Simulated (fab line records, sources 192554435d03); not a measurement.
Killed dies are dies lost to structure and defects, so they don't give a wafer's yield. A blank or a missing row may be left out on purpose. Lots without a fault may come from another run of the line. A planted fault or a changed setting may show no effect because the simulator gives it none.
fab line records | flow n5_finfet
record lots=24 wafers=72 last_day=19
route steps=1938 shown SDB@375 DUMMY_REMOVAL@377 HKMG_FIN@389 GATE_CUT@504
lots that met no fault: from a run of the same line without faults
start_h: hours from the record's first day to the start of the lot's first wafer shown | wait_h: hours since the lot's step before | " the same as in the row above | L1.1+2: a row that stands for several wafers | - no value, or no start given | * or withheld: withheld | < > ~ a bound
route shown NAME@n: a module of which the file shows steps, and the number in the route of the first | usual: mean/standard deviation of fault-free wafers | same: alike in all rows | chamber/n: place in a boat | sites: the reading at each site | _std_site: their standard deviation | _edge_site: outer sites' mean less inner sites' | radius_mm: how far each site lies from the wafer's centre | mask NAME#n: copy n | behind: the tool/chamber that last shaped the wafer | hold: why the lot was held/for how many hours/how that ended | device: the transistor (n, p or np) that didn't switch | end of line: the same wafers' tests at the end of the route | a step without rows: its recipe alone | killed: dies lost to structure and defects at the first sort, not the wafer's yield | map: a wafer's dies, x killed, . not, _ none there
set.NAME: the setting as run; set.NAME@STEP: as run at that earlier step | model.NAME: the simulator's own value behind a step, which no gauge read
steps of the route over a sample of lots; a table a step, a row a wafer
services: from which hour (start_h, from the record's first day; less than 0 if before it) a tool's chamber was out of use, for how many hours, and why
## steps
# step N5_SDB_THK_MEAS_31
# recipe reads=a-Si_of_DUMMY_GATE_CVD_03
# usual SDB_THK=64.0/1.6
# columns lot.wafer tool chamber start_h wait_h SDB_THK[nm]
L074.1 film_metro-01 - 74.76 - 62.1
L074.5 " - " " 63.7
L074.6 " - " " 61.5
L075.2 film_metro-02 - 81.05 - 64.4
L075.5 " - " " 64.9
L075.6 " - " " 66.1
L076.4 film_metro-01 - 89.63 - 63.5
L076.5 " - " " 59.8
L076.6 " - " " 62.7
L077.1 film_metro-02 - 96.53 - 64.1
L077.3 " - " " 62.2
L077.6 " - " " 64.9
L078.4 film_metro-01 - 99.67 - 63.5
L078.5 " - " " 62.3
L078.6 " - " " 64.5
L079.1 film_metro-02 - 101.42 - 64.7
L079.3 " - " " 65.1
L079.4 " - " " 64.4
L080.3 film_metro-01 - 104.89 - 63.1
L080.4 " - " " 64.3
L080.5 " - " " 63.2
L081.2 film_metro-01 - 110.98 - 64.1
L081.3 " - " " 66.0
L081.5 " - " " 65.3
L082.2 film_metro-02 - 116.22 - 61.0
L082.3 " - " " 64.7
L082.6 " - " " 63.9
L083.3 film_metro-02 - 124.95 - 64.3
L083.4 " - " " 61.9
L083.5 " - " " 64.5
L084.1 film_metro-01 - 132.60 - 62.6
L084.4 " - " " 64.5
L084.6 " - " " 63.4
L085.1 film_metro-01 - 143.41 - 64.1
L085.4 " - " " 63.7
L085.6 " - " " 64.3
L086.1 film_metro-01 - 146.49 - 65.1
L086.2 " - " " 64.8
L086.3 " - " " 62.7
L087.1 film_metro-01 - 149.79 - 65.8
L087.2 " - " " 65.4
L087.4 " - " " 64.4
L088.1 film_metro-01 - 155.82 - 64.3
L088.3 " - " " 63.9
L088.5 " - " " 62.3
L089.2 film_metro-01 - 160.60 - 62.1
L089.3 " - " " 65.7
L089.6 " - " " 64.4
L090.1 film_metro-01 - 164.41 - 65.1
L090.2 " - " " 61.4
L090.6 " - " " 63.5
L091.2 film_metro-02 - 170.54 - 63.6
L091.3 " - " " 65.4
L091.4 " - " " 66.4
L092.2 film_metro-01 - 178.34 - 63.3
L092.4 " - " " 64.6
L092.6 " - " " 65.7
L093.1 film_metro-01 - 184.46 - 65.3
L093.5 " - " " 65.8
L093.6 " - " " 63.6
L094.2 film_metro-01 - 191.14 - 62.9
L094.3 " - " " 62.1
L094.5 " - " " 61.3
L095.1 film_metro-01 - 198.26 - 65.4
L095.2 " - " " 62.5
L095.4 " - " " 65.4
L096.1 film_metro-01 - 202.39 - 63.7
L096.3 " - " " 63.6
L096.5 " - " " 65.8
L097.1 film_metro-01 - 208.88 - 65.7
L097.4 " - " " 63.1
L097.5 " - " " 66.5
# step N5_DUMMY_REMOVAL_HM_STRIP_01
# recipe chemistry=CH3F/O2 material=SiNx target_depth_a=40 stop_on=poly-Si time_s=6.8 over_etch_frac=0.3 ion_energy_ev=60 power_w=410 bias_w=29 Ar_flow_sccm=150 CH3F_flow_sccm=30 O2_flow_sccm=20
# usual drypump_motor_current_A=5.5/0.41 oes_product_au=0.67/0.079 rf_vpp_V=127.4/0.99 showerhead_plenum_p_Torr=1.98/0.065 throttle_valve_pct=16.35/0.27
# same over_etch_frac=0.3
# columns lot.wafer tool chamber start_h wait_h drypump_motor_current_A oes_product_au rf_hours_counter_h rf_vpp_V showerhead_plenum_p_Torr throttle_valve_pct
L074.1 rie_diel-01 1 74.89 0.1 5.1 0.64 122 127.7 1.95 16.71
L074.5 " 2 " " 5.4 0.56 - 127.3 1.95 16.37
L074.6 " 3 " " 5.6 0.56 - 126.1 2.07 16.36
L075.2 rie_diel-03 3 81.11 0.0 6.2 0.72 18 126.7 1.98 16.37
L075.5 " 2 " " 5.1 0.70 - 129.3 2.03 16.32
L075.6 " 1 " " 5.6 0.61 - 126.8 1.98 16.48
L076.4 rie_diel-03 0 89.69 0.0 5.0 0.57 250 126.8 1.88 16.46
L076.5 " 3 " " 6.2 0.71 - 126.6 1.98 16.39
L076.6 " 0 " " 5.0 0.56 - 127.2 1.88 16.45
L077.1 rie_diel-03 2 96.59 0.0 5.1 0.68 79 127.4 2.03 16.33
L077.3 " 1 " " 5.6 0.60 171 127.3 1.98 16.46
L077.6 " 2 " " 5.1 0.68 - 128.4 2.03 16.31
L078.4 rie_diel-03 1 99.75 0.0 5.6 0.60 - 127.4 1.98 16.47
L078.5 " 2 " " 5.1 0.69 - 127.7 2.03 16.33
L078.6 " 3 " " 6.2 0.71 - 127.1 1.98 16.40
L079.1 rie_diel-01 3 101.48 0.0 5.6 0.56 239 128.4 2.07 16.38
L079.3 " 0 " " 5.3 0.56 238 127.3 1.87 16.57
L079.4 " 1 " " 5.1 0.62 - 126.5 1.95 16.70
L080.3 rie_diel-04 1 104.96 0.0 5.7 0.67 - 128.7 2.00 16.31
L080.4 " 3 " " 6.4 0.63 - 127.5 2.01 16.47
L080.5 " 3 " " 6.4 0.62 - 127.6 2.01 16.48
L081.2 rie_diel-04 3 111.04 0.0 6.4 0.63 125 127.3 2.01 16.48
L081.3 " 0 " " 5.3 0.81 1 127.3 2.05 16.29
L081.5 " 0 " " 5.3 0.81 - 130.5 2.05 16.27
L082.2 rie_diel-04 3 116.35 0.1 6.5 0.62 126 127.9 2.01 16.49
L082.3 " 1 " " 5.6 0.64 120 129.2 2.00 16.32
L082.6 " 0 " " 5.3 0.79 - 128.0 2.05 16.29
L083.3 rie_diel-01 1 125.10 0.1 5.1 0.62 138 127.3 1.94 16.75
L083.4 " 2 " " 5.4 0.81 2 127.0 1.95 15.92
L083.5 " 1 " " 5.1 0.63 - 125.9 1.94 16.74
L084.1 rie_diel-01 2 132.66 0.0 5.4 0.79 5 128.6 1.95 15.93
L084.4 " 1 " " 5.1 0.62 - 126.4 1.94 16.74
L084.6 " 2 " " 5.4 0.80 - 127.7 1.94 15.91
L085.1 rie_diel-03 0 143.47 0.0 5.0 0.78 13 130.0 2.13 16.05
L085.4 " 3 " " 6.2 0.70 38 127.7 1.97 16.41
L085.6 " 2 " " 5.0 0.67 - 127.8 2.03 16.34
L086.1 rie_diel-01 2 146.55 0.0 5.5 0.77 11 127.8 1.94 15.93
L086.2 " 1 " " 5.1 0.62 147 127.5 1.94 16.75
L086.3 " 0 " " 5.3 0.55 256 126.2 1.86 16.61
L087.1 rie_diel-04 2 150.00 0.2 4.7 0.59 199 125.6 1.88 16.18
L087.2 " 3 " " 6.4 0.62 134 128.9 2.00 16.49
L087.4 " 1 " " 5.6 0.64 128 126.5 2.00 16.33
L088.1 rie_diel-01 1 155.88 0.0 5.1 0.61 150 125.8 1.94 16.76
L088.3 " 3 " " 5.6 0.79 1 127.9 2.07 15.95
L088.5 " 1 " " 5.1 0.62 - 126.4 1.94 16.76
L089.2 rie_diel-01 2 160.72 0.1 5.5 0.76 16 126.1 1.94 15.95
L089.3 " 3 " " 5.6 0.79 3 128.5 2.07 15.94
L089.6 " 1 " " 5.1 0.62 - 126.4 1.94 16.77
L090.1 rie_diel-01 3 164.47 0.0 5.6 0.77 4 127.7 2.06 15.95
L090.2 " 2 " " 5.5 0.76 18 126.0 1.94 15.94
L090.6 " 1 " " 5.1 0.60 - 127.0 1.94 16.78
L091.2 rie_diel-04 0 170.61 0.0 5.3 0.75 13 128.9 2.05 16.32
L091.3 " 3 " " 6.4 0.60 141 127.2 2.00 16.51
L091.4 " 2 " " 4.8 0.58 206 126.5 1.87 16.18
L092.2 rie_diel-01 1 178.51 0.1 5.1 0.61 158 127.0 1.94 16.76
L092.4 " 1 " " 5.1 0.60 - 126.5 1.94 16.77
L092.6 " 3 " " 5.6 0.76 - 127.9 2.06 15.96
L093.1 rie_diel-03 2 184.52 0.0 5.0 0.66 106 127.4 2.02 16.38
L093.5 " 0 " " 5.0 0.75 - 128.2 2.12 16.06
L093.6 " 3 " " 6.2 0.68 - 126.5 1.97 16.43
L094.2 rie_diel-01 2 191.35 0.2 5.5 0.75 26 127.9 1.94 15.98
L094.3 " 3 " " 5.6 0.76 13 126.6 2.06 15.97
L094.5 " 0 " " 5.4 0.79 - 129.6 2.11 16.08
L095.1 rie_diel-01 0 198.35 0.1 5.3 0.77 4 128.7 2.11 16.10
L095.2 " 3 " " 5.6 0.75 15 128.0 2.06 15.96
L095.4 " 1 " " 5.1 0.61 164 127.1 1.93 16.80
L096.1 rie_diel-03 3 202.50 0.1 6.2 0.67 56 126.0 1.97 16.45
L096.3 " 2 " " 5.1 0.66 111 128.9 2.02 16.39
L096.5 " 1 " " 5.6 0.58 - 126.3 1.97 16.56
L097.1 rie_diel-01 3 208.94 0.0 5.6 0.74 18 127.4 2.06 15.96
L097.4 " 0 " " 5.3 0.77 7 128.7 2.11 16.09
L097.5 " 2 " " 5.4 0.75 - 126.6 1.94 15.97
# step N5_HKMG_FIN_ALD_75
# recipe material=Al2O3 target_thk_a=10 temp_c=150 ald_precursor_family=TMA ald_co_reactant=H2O pulse_time_s=withheld co_reactant_pulse_time_s=1
# usual heater_power_w=152/11 precursor_pulse_height_rel=0.997/0.019
# columns lot.wafer tool chamber start_h wait_h heater_power_w precursor_pulse_height_rel
L074.1 ald_hk-03 3 75.92 0.0 149 0.971
L074.5 " 1 " " 160 0.968
L074.6 " 2 " " 149 1.003
L075.2 ald_hk-02 3 82.15 0.0 148 1.005
L075.5 " 2 " " 138 0.989
L075.6 " 3 " " 151 1.005
L076.4 ald_hk-01 1 90.72 0.0 142 1.004
L076.5 " 1 " " 142 0.996
L076.6 " 0 " " 155 0.970
L077.1 ald_hk-02 3 97.67 0.0 148 0.966
L077.3 " 2 " " 137 0.984
L077.6 " 2 " " 138 0.996
L078.4 ald_hk-03 1 100.82 0.0 153 1.017
L078.5 " 2 " " 159 0.992
L078.6 " 1 " " 154 0.999
L079.1 ald_hk-01 0 102.52 0.0 158 1.013
L079.3 " 2 " " 156 0.986
L079.4 " 1 " " 140 0.990
L080.3 ald_hk-01 1 106.03 0.0 143 1.018
L080.4 " 0 " " 158 1.015
L080.5 " 0 " " 150 0.975
L081.2 ald_hk-01 2 112.07 0.0 158 0.990
L081.3 " 0 " " 156 0.992
L081.5 " 1 " " 139 0.990
L082.2 ald_hk-02 0 117.39 0.0 180 1.015
L082.3 " 2 " " 140 1.002
L082.6 " 1 " " 140 1.009
L083.3 ald_hk-01 1 126.15 0.0 141 0.986
L083.4 " 0 " " 153 0.979
L083.5 " 1 " " 138 1.010
L084.1 ald_hk-01 3 133.69 0.0 161 0.987
L084.4 " 2 " " 156 1.026
L084.6 " 0 " " 160 1.010
L085.1 ald_hk-02 0 144.51 0.0 181 0.995
L085.4 " 3 " " 150 1.029
L085.6 " 2 " " 141 0.975
L086.1 ald_hk-03 3 147.58 0.0 144 0.997
L086.2 " 1 " " 157 0.979
L086.3 " 2 " " 154 1.011
L087.1 ald_hk-01 2 151.03 0.0 160 0.991
L087.2 " 0 " " 156 1.023
L087.4 " 3 " " 159 0.983
L088.1 ald_hk-01 1 156.92 0.0 140 0.993
L088.3 " 2 " " 158 0.985
L088.5 " 1 " " 140 0.994
L089.2 ald_hk-02 3 161.76 0.0 148 1.011
L089.3 " 0 " " 180 0.989
L089.6 " 2 " " 141 1.008
L090.1 ald_hk-03 2 165.67 0.0 153 0.970
L090.2 " 3 " " 142 0.975
L090.6 " 3 " " 145 1.000
L091.2 ald_hk-03 0 171.64 0.0 135 1.007
L091.3 " 1 " " 158 0.977
L091.4 " 3 " " 149 0.982
L092.2 ald_hk-02 2 179.55 0.0 138 1.000
L092.4 " 1 " " 142 0.982
L092.6 " 1 " " 148 0.991
L093.1 ald_hk-03 2 185.55 0.0 155 1.025
L093.5 " 0 " " 136 1.024
L093.6 " 1 " " 155 0.987
L094.2 ald_hk-02 3 192.48 0.0 147 0.977
L094.3 " 0 " " 180 1.011
L094.5 " 3 " " 153 0.997
L095.1 ald_hk-03 1 199.38 0.0 157 1.002
L095.2 " 0 " " 133 1.006
L095.4 " 2 " " 150 1.043
L096.1 ald_hk-01 0 203.57 0.0 157 1.010
L096.3 " 1 " " 141 1.006
L096.5 " 1 " " 142 1.002
L097.1 ald_hk-01 2 210.17 0.0 156 0.969
L097.4 " 1 " " 142 1.000
L097.5 " 2 " " 156 0.972
# step N5_HKMG_FIN_ETCH_58
# recipe chemistry=N2/H2 target=SOC target_depth_a=2158 ion_energy_ev=50 bias_w=13 time_s=741 pressure_mtorr=30 source_w=875 n2_flow_sccm=200 h2_flow_sccm=200
# usual drypump_motor_current_A=5.6/0.54 oes_product_au=0.77/0.076 rf_fwd_power_W=874.4/2.5 rf_vpp_V=99.2/0.89 showerhead_plenum_p_Torr=2.57/0.069 throttle_valve_pct=17.8/0.33
# columns lot.wafer tool chamber start_h wait_h drypump_motor_current_A oes_product_au rf_fwd_power_W rf_hours_counter_h rf_vpp_V showerhead_plenum_p_Torr throttle_valve_pct
L074.1 rie_diel-02 2 76.65 0.0 5.1 0.74 874.1 159 99.9 2.67 18.2
L074.5 " 0 " " 6.2 0.71 873.6 - 99.5 2.64 18.1
L074.6 " 1 " " 5.8 0.79 874.8 - 100.7 2.58 18.1
L075.2 rie_diel-05 2 83.01 0.0 5.9 0.88 874.1 24 99.6 2.48 17.4
L075.5 " 2 " " 5.9 0.89 873.1 - 98.0 2.48 17.4
L075.6 " 3 " " 5.6 0.72 877.4 - 101.5 2.62 17.7
L076.4 rie_diel-06 1 91.66 0.2 6.5 0.89 872.1 - 99.1 2.61 17.5
L076.5 " 0 " " 5.3 0.76 872.6 - 98.9 2.64 17.9
L076.6 " 2 " " 5.4 0.69 873.0 - 98.6 2.60 17.8
L077.1 rie_diel-02 0 98.53 0.0 6.2 0.72 875.9 189 100.4 2.63 18.1
L077.3 " 1 " " 5.8 0.79 875.6 106 99.0 2.57 18.1
L077.6 " 1 " " 5.7 0.79 871.3 - 98.2 2.58 18.1
L078.4 rie_diel-02 1 101.67 0.0 5.7 0.80 875.7 107 98.3 2.57 18.1
L078.5 " 2 " " 5.1 0.74 871.9 - 99.2 2.67 18.2
L078.6 " 1 " " 5.7 0.80 872.6 - 98.1 2.57 18.1
L079.1 rie_diel-05 2 103.38 0.0 5.9 0.88 876.0 30 98.0 2.48 17.4
L079.3 " 0 " " 6.3 0.82 876.0 92 97.9 2.43 17.4
L079.4 " 3 " " 5.6 0.71 875.2 211 98.8 2.61 17.7
L080.3 rie_diel-06 3 106.88 0.0 4.8 0.94 875.3 7 100.0 2.50 17.3
L080.4 " 0 " " 5.3 0.75 878.2 152 100.5 2.64 17.9
L080.5 " 3 " " 4.8 0.94 875.4 - 98.2 2.50 17.3
L081.2 rie_diel-05 1 112.80 0.0 4.9 0.68 869.1 163 99.1 2.54 17.6
L081.3 " 3 " " 5.6 0.72 873.4 214 98.4 2.61 17.7
L081.5 " 3 " " 5.6 0.72 875.5 - 99.8 2.61 17.7
L082.2 rie_diel-05 0 118.25 0.0 6.3 0.81 880.0 97 98.6 2.43 17.4
L082.3 " 1 " " 4.9 0.69 873.9 164 98.1 2.54 17.6
L082.6 " 0 " " 6.3 0.81 878.1 - 98.7 2.43 17.4
L083.3 rie_diel-06 2 126.93 0.0 5.4 0.68 875.8 245 100.1 2.60 17.8
L083.4 " 0 " " 5.3 0.75 876.6 160 100.9 2.63 17.9
L083.5 " 2 " " 5.4 0.68 871.7 - 97.9 2.60 17.8
L084.1 rie_diel-05 3 134.79 0.0 5.6 0.70 874.3 221 100.3 2.61 17.7
L084.4 " 1 " " 4.9 0.69 871.8 168 98.1 2.54 17.6
L084.6 " 2 " " 5.9 0.86 870.4 - 99.0 2.48 17.4
L085.1 rie_diel-02 2 145.24 0.0 5.1 0.73 871.8 182 98.3 2.66 18.2
L085.4 " 3 " " 5.3 0.68 875.6 239 99.7 2.60 18.0
L085.6 " 1 " " 5.8 0.77 873.4 - 98.5 2.57 18.2
L086.1 rie_diel-06 3 148.44 0.0 4.8 0.90 872.3 22 100.6 2.49 17.3
L086.2 " 1 " " 6.4 0.85 871.0 65 99.5 2.60 17.5
L086.3 " 0 " " 5.3 0.75 873.7 167 99.2 2.63 17.9
L087.1 rie_diel-06 1 151.89 0.0 6.5 0.84 870.9 66 100.1 2.60 17.5
L087.2 " 0 " " 5.3 0.74 874.9 168 100.2 2.63 17.9
L087.4 " 3 " " 4.8 0.89 877.7 - 97.9 2.49 17.3
L088.1 rie_diel-05 1 157.78 0.0 4.9 0.69 870.9 176 99.6 2.54 17.6
L088.3 " 2 " " 5.9 0.85 871.4 49 98.8 2.47 17.4
L088.5 " 0 " " 6.3 0.80 874.2 - 99.9 2.43 17.4
L089.2 rie_diel-02 3 162.49 0.0 5.3 0.68 877.6 244 98.2 2.60 18.1
L089.3 " 2 " " 5.1 0.73 880.0 188 100.5 2.66 18.3
L089.6 " 1 " " 5.7 0.77 875.1 - 99.9 2.56 18.2
L090.1 rie_diel-05 2 166.73 0.0 5.9 0.84 876.5 52 98.1 2.47 17.4
L090.2 " 0 " " 6.3 0.79 877.6 113 98.2 2.42 17.4
L090.6 " 3 " " 5.6 0.70 870.8 - 100.3 2.61 17.8
L091.2 rie_diel-02 1 172.54 0.0 5.8 0.77 876.7 133 99.1 2.56 18.2
L091.3 " 0 " " 6.2 0.69 874.2 217 101.0 2.62 18.2
L091.4 " 3 " " 5.3 0.68 874.7 248 99.9 2.60 18.1
L092.2 rie_diel-06 3 180.43 0.0 4.8 0.86 875.0 34 100.1 2.49 17.3
L092.4 " 3 " " 4.8 0.87 878.3 - 98.0 2.49 17.3
L092.6 " 3 " " 4.8 0.87 875.7 - 99.2 2.49 17.3
L093.1 rie_diel-06 0 186.28 0.0 5.3 0.74 873.2 178 100.2 2.63 18.0
L093.5 " 0 " " 5.3 0.73 869.5 - 99.5 2.63 17.9
L093.6 " 3 " " 4.8 0.87 873.6 - 97.5 2.49 17.3
L094.2 rie_diel-02 0 193.72 0.0 6.2 0.69 875.2 226 99.5 2.62 18.2
L094.3 " 1 " " 5.7 0.77 874.0 142 98.4 2.56 18.2
L094.5 " 2 " " 5.1 0.71 874.1 - 99.7 2.65 18.3
L095.1 rie_diel-05 3 200.24 0.0 5.6 0.69 872.0 242 97.1 2.60 17.8
L095.2 " 1 " " 4.9 0.67 872.0 192 98.7 2.53 17.6
L095.4 " 0 " " 6.3 0.79 874.2 125 97.4 2.42 17.5
L096.1 rie_diel-06 2 204.43 0.0 5.5 0.95 872.3 12 99.6 2.59 17.6
L096.3 " 0 " " 5.3 0.74 876.9 184 100.1 2.62 18.0
L096.5 " 2 " " 5.4 0.95 873.8 - 98.4 2.59 17.5
L097.1 rie_diel-02 3 210.90 0.0 5.3 0.96 878.0 5 99.0 2.59 17.8
L097.4 " 0 " " 6.2 0.68 877.5 231 98.9 2.61 18.2
L097.5 " 2 " " 5.1 0.71 877.4 - 100.5 2.65 18.3
# step N5_HKMG_FIN_CMP_23
# recipe stop_on=SiNx t_overpolish_s=10 post_cmp_clean=rinse_only down_force_psi=4 platen_rpm=50.289 pad_velocity_m_s=1.0006 target_thk_nm=46.326
# usual edge_zone_pressure_frac=1.000/0.0053 motor_current_A=12.0/1.1 overpolish_run_s=10.001/0.0088 time_to_endpoint_s=11.8/2.9
# columns lot.wafer tool chamber start_h wait_h edge_zone_pressure_frac motor_current_A overpolish_run_s time_to_endpoint_s
L074.1 cmp-01 3 83.54 0.2 0.999 11.2 10.000 11.0
L074.6 " 1 " " 0.993 10.9 9.998 15.3
L074.5 " 2 " " 1.002 13.4 9.988 15.1
L075.2 cmp-01 0 89.81 0.0 0.995 12.6 9.999 13.1
L075.6 " 0 " " 0.993 12.8 10.002 17.4
L075.5 " 1 " " 1.000 11.2 10.009 11.7
L076.4 cmp-01 0 98.71 0.2 0.996 13.1 10.015 15.5
L076.5 " 2 " " 0.998 12.6 9.999 15.0
L076.6 " 3 " " 1.002 11.9 9.987 12.8
L077.3 cmp-04 0 105.30 0.1 0.997 13.5 10.003 9.9
L077.1 " 1 " " 1.002 13.4 10.003 14.6
L077.6 " 3 " " 0.992 11.7 10.007 4.3
L078.4 cmp-02 1 108.80 0.2 0.998 11.5 10.002 11.4
L078.6 " 3 " " 0.996 12.6 10.017 9.8
L078.5 " 0 " " 1.003 12.0 10.011 14.3
L079.3 cmp-04 3 110.01 0.0 1.011 11.1 10.011 2.7
L079.4 " 0 " " 1.004 12.6 10.014 6.5
L079.1 " 2 " " 0.990 12.2 10.001 6.9
L080.4 cmp-02 1 114.04 0.1 1.010 11.5 10.011 10.6
L080.3 " 3 " " 1.007 11.6 9.988 10.1
L080.5 " 0 " " 1.002 11.4 9.996 14.9
L081.3 cmp-01 0 119.80 0.1 0.999 13.0 9.995 11.1
L081.2 " 1 " " 0.995 10.8 9.995 13.4
L081.5 " 3 " " 1.003 10.8 10.018 10.3
L082.3 cmp-01 0 125.22 0.0 0.997 13.4 10.017 15.3
L082.2 " 2 " " 1.000 13.1 10.005 13.8
L082.6 " 1 " " 1.011 10.6 9.992 10.8
L083.3 cmp-04 0 133.88 0.2 1.000 12.9 10.009 14.0
L083.4 " 1 " " 1.002 12.8 10.011 14.6
L083.5 " 2 " " 0.998 11.4 9.999 13.0
L084.4 cmp-02 0 141.67 0.1 0.999 11.7 9.997 10.6
L084.1 " 1 " " 0.991 11.2 10.011 8.0
L084.6 " 0 " " 1.006 11.6 10.002 11.7
L085.4 cmp-01 0 152.27 0.1 1.011 12.8 10.006 12.5
L085.1 " 2 " " 1.004 12.4 9.992 14.8
L085.6 " 0 " " 1.009 13.4 10.007 13.2
L086.3 cmp-04 0 155.08 0.0 0.997 12.8 10.012 11.3
L086.2 " 2 " " 1.009 12.1 9.994 14.9
L086.1 " 3 " " 1.000 12.0 10.010 10.8
L087.2 cmp-01 3 158.65 0.1 0.997 12.2 9.989 8.6
L087.4 " 0 " " 0.999 12.7 10.007 15.3
L087.1 " 1 " " 1.001 11.7 10.006 13.6
L088.3 cmp-02 2 164.94 0.0 1.001 8.8 9.992 14.2
L088.1 " 0 " " 0.999 11.8 10.006 10.1
L088.5 " 2 " " 1.001 8.9 9.993 14.1
L089.2 cmp-01 3 169.83 0.1 1.000 11.4 9.989 11.3
L089.3 " 2 " " 1.002 12.9 10.008 15.4
L089.6 " 0 " " 0.998 12.8 10.017 15.6
L090.1 cmp-04 0 173.55 0.1 0.999 12.6 9.993 13.7
L090.2 " 1 " " 1.005 14.2 10.004 12.1
L090.6 " 3 " " 1.000 11.8 9.989 8.9
L091.2 cmp-04 1 179.42 0.1 1.000 13.4 10.007 12.5
L091.4 " 2 " " 1.003 12.0 9.991 12.3
L091.3 " 3 " " 0.995 11.6 10.005 7.4
L092.2 cmp-02 1 187.47 0.0 0.997 11.0 10.024 9.6
L092.4 " 2 " " 0.997 9.3 9.989 14.1
L092.6 " 2 " " 0.999 9.2 10.006 14.7
L093.1 cmp-01 3 192.99 0.0 0.996 11.2 9.992 7.7
L093.5 " 3 " " 0.999 11.3 9.986 12.7
L093.6 " 0 " " 0.995 13.2 10.006 14.2
L094.3 cmp-02 0 200.59 0.1 1.000 11.6 10.015 15.3
L094.2 " 2 " " 1.000 9.0 9.990 15.1
L094.5 " 3 " " 1.003 11.8 10.001 8.6
L095.1 cmp-01 2 207.07 0.0 0.996 12.4 10.006 14.1
L095.4 " 0 " " 0.997 13.4 10.002 14.4
L095.2 " 1 " " 1.000 11.4 9.992 13.2
L096.1 cmp-01 3 211.31 0.1 1.001 11.0 10.013 9.4
L096.3 " 0 " " 0.992 13.0 10.003 12.0
L096.5 " 2 " " 1.000 12.6 10.017 12.1
L097.4 cmp-02 3 217.53 0.0 0.991 11.0 10.005 5.9
L097.1 " 2 " " 1.003 9.3 10.001 11.0
L097.5 " 0 " " 1.004 12.1 9.994 9.8
# step N5_GATE_CUT_VAPOR_ETCH_48
# recipe chemistry=BCl3/Cl2 target=TiN mode=isotropic
# usual drypump_motor_current_A=5.7/0.42 oes_product_au=0.74/0.11
# columns lot.wafer tool chamber start_h wait_h drypump_motor_current_A oes_product_au
L074.1 rie_metal-03 1 88.64 0.0 6.2 0.88
L074.5 " 0 " " 5.3 0.84
L074.6 " 1 " " 6.2 0.87
L075.2 rie_metal-01 1 94.96 0.0 6.2 0.64
L075.5 " 0 " " 5.2 0.63
L075.6 " 1 " " 6.2 0.64
L076.4 rie_metal-01 0 104.69 0.0 5.2 0.62
L076.5 " 0 " " 5.2 0.63
L076.6 " 1 " " 6.2 0.64
L077.1 rie_metal-01 1 110.53 0.0 6.2 0.65
L077.3 " 1 " " 6.2 0.64
L077.6 " 0 " " 5.2 0.63
L078.4 rie_metal-01 1 113.81 0.0 6.2 0.64
L078.5 " 1 " " 6.2 0.64
L078.6 " 0 " " 5.2 0.62
L079.1 rie_metal-03 0 115.10 0.0 5.3 0.84
L079.3 " 0 " " 5.3 0.84
L079.4 " 1 " " 6.2 0.87
L080.3 rie_metal-01 1 118.96 0.0 6.2 0.64
L080.4 " 0 " " 5.2 0.62
L080.5 " 1 " " 6.2 0.64
L081.2 rie_metal-02 0 124.73 0.0 5.8 0.65
L081.3 " 1 " " 5.6 0.86
L081.5 " 0 " " 5.8 0.66
L082.2 rie_metal-01 0 130.24 0.0 5.2 0.62
L082.3 " 0 " " 5.2 0.62
L082.6 " 1 " " 6.2 0.64
L083.3 rie_metal-02 0 138.86 0.0 5.8 0.66
L083.4 " 1 " " 5.6 0.85
L083.5 " 0 " " 5.8 0.66
L084.1 rie_metal-01 1 147.53 0.0 6.2 0.63
L084.4 " 1 " " 6.2 0.63
L084.6 " 0 " " 5.2 0.62
L085.1 rie_metal-03 1 157.19 0.0 6.2 0.85
L085.4 " 1 " " 6.2 0.86
L085.6 " 1 " " 6.2 0.86
L086.1 rie_metal-02 1 160.20 0.0 5.6 0.85
L086.2 " 0 " " 5.8 0.66
L086.3 " 1 " " 5.6 0.85
L087.1 rie_metal-02 0 163.86 0.0 5.8 0.65
L087.2 " 1 " " 5.6 0.84
L087.4 " 1 " " 5.6 0.85
L088.1 rie_metal-03 1 170.12 0.0 6.2 0.85
L088.3 " 1 " " 6.2 0.86
L088.5 " 0 " " 5.3 0.82
L089.2 rie_metal-03 0 175.66 0.0 5.3 0.82
L089.3 " 1 " " 6.2 0.85
L089.6 " 1 " " 6.2 0.86
L090.1 rie_metal-01 1 178.71 0.0 6.2 0.63
L090.2 " 0 " " 5.2 0.61
L090.6 " 1 " " 6.2 0.63
L091.2 rie_metal-01 1 184.55 0.0 6.2 0.63
L091.3 " 1 " " 6.2 0.63
L091.4 " 0 " " 5.2 0.61
L092.2 rie_metal-03 0 192.79 0.0 5.3 0.82
L092.4 " 1 " " 6.2 0.85
L092.6 " 0 " " 5.3 0.82
L093.1 rie_metal-03 0 201.79 0.0 5.3 0.82
L093.5 " 0 " " 5.3 0.82
L093.6 " 1 " " 6.2 0.84
L094.2 rie_metal-03 0 205.58 0.0 5.3 0.82
L094.3 " 1 " " 6.2 0.84
L094.5 " 1 " " 6.2 0.85
L095.1 rie_metal-03 0 212.43 0.0 5.3 0.81
L095.2 " 1 " " 6.2 0.84
L095.4 " 1 " " 6.2 0.84
L096.1 rie_metal-02 1 216.47 0.0 5.6 0.83
L096.3 " 0 " " 5.8 0.65
L096.5 " 0 " " 5.8 0.64
L097.1 rie_metal-02 1 222.82 0.0 5.6 0.83
L097.4 " 1 " " 5.6 0.83
L097.5 " 0 " " 5.8 0.64
## services
# columns tool chamber start_h hours kind
rie_diel-04 - 52.58 0.2 repair
rie_diel-03 0 55.84 5.4 repair
cmp-04 - 59.94 0.6 repair
ald_hk-03 - 87.06 8.7 pm
rie_diel-06 3 89.22 5.0 repair
cmp-04 - 89.26 4.1 pm
cmp-02 - 92.92 8.0 repair
rie_diel-04 2 96.27 15.7 repair
cmp-02 - 103.92 0.5 repair
rie_metal-02 - 117.58 0.3 repair
rie_diel-05 1 121.32 1.8 repair
cmp-01 - 131.09 4.0 pm
rie_diel-04 - 136.35 1.1 repair
rie_diel-04 0 152.81 8.1 repair
cmp-02 - 157.98 0.8 repair
rie_metal-03 - 165.67 2.8 pm
rie_diel-04 - 167.56 0.5 repair
rie_diel-06 1 173.12 2.4 repair
rie_diel-06 0 174.16 8.3 repair
ald_hk-02 - 193.95 8.7 pm
rie_diel-05 3 211.18 8.2 repair
cmp-01 - 214.31 10.5 pm
cmp-04 - 214.50 2.1 repair
rie_metal-01 1 217.03 3.9 repair
## key
fault none
